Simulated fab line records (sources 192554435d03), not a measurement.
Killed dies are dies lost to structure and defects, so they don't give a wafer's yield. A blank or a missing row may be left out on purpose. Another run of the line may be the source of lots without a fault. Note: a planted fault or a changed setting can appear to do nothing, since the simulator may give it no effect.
Matching of chambers / flow n5 finfet / N5_BEOL_M10_DEP_56 on pecvd-03 has 3 sister chambers
The step deposits SiCN from 3MS/NH3, target thk 15 nm, time 26.5 s. 3 wafers are shown with their chamber, then 10 later ones without.

== WAFERS, EACH WITH ITS CHAMBER ==
wafer=L087.4; chamber=2; throttle valve pct (%)=8.4
wafer=L091.4; chamber=1; throttle valve pct (%)=9.1
wafer=L091.5; chamber=0; throttle valve pct (%)=9.7

== WAFERS MISSING THEIR CHAMBER ==
wafer=L091.6; throttle valve pct (%)=7.9
wafer=L090.1; throttle valve pct (%)=8.4
wafer=L090.2; throttle valve pct (%)=9.1
wafer=L090.6; throttle valve pct (%)=9.1
wafer=L095.2; throttle valve pct (%)=9.6
wafer=L095.4; throttle valve pct (%)=8.4
wafer=L095.5; throttle valve pct (%)=9.2
wafer=L096.1; throttle valve pct (%)=9.4
wafer=L096.4; throttle valve pct (%)=8.3
wafer=L096.5; throttle valve pct (%)=9.4

== THE CHAMBER EACH PASSED THROUGH ==
wafer=L091.6; from the rows above=2; in truth=2
wafer=L090.1; from the rows above=2; in truth=2
wafer=L090.2; from the rows above=1; in truth=1
wafer=L090.6; from the rows above=1; in truth=1
wafer=L095.2; from the rows above=can't be placed: 0 or 1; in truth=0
wafer=L095.4; from the rows above=2; in truth=2
wafer=L095.5; from the rows above=can't be placed: 1 or 0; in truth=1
wafer=L096.1; from the rows above=can't be placed: 0 or 1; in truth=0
wafer=L096.4; from the rows above=2; in truth=2
wafer=L096.5; from the rows above=can't be placed: 0 or 1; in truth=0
6 of 10 placed correctly. From these rows, 4 cannot be placed; in 4 the true chamber is one of the candidates. Number placed wrongly: 0.
How it was worked out, from the rows above alone: a wafer's distance from a chamber is the root of the sum, over the readings, of the square of ((its reading less the chamber's mean) divided by the reading's scatter). If the next closest chamber is less than 2 further off than the closest, the wafer can't be placed; otherwise it belongs to the closest. A chamber's mean is the mean of its shown wafers. The scatter: with one shown wafer a chamber, the root of the mean of the squares of how far each hidden wafer lies from its nearest shown one.
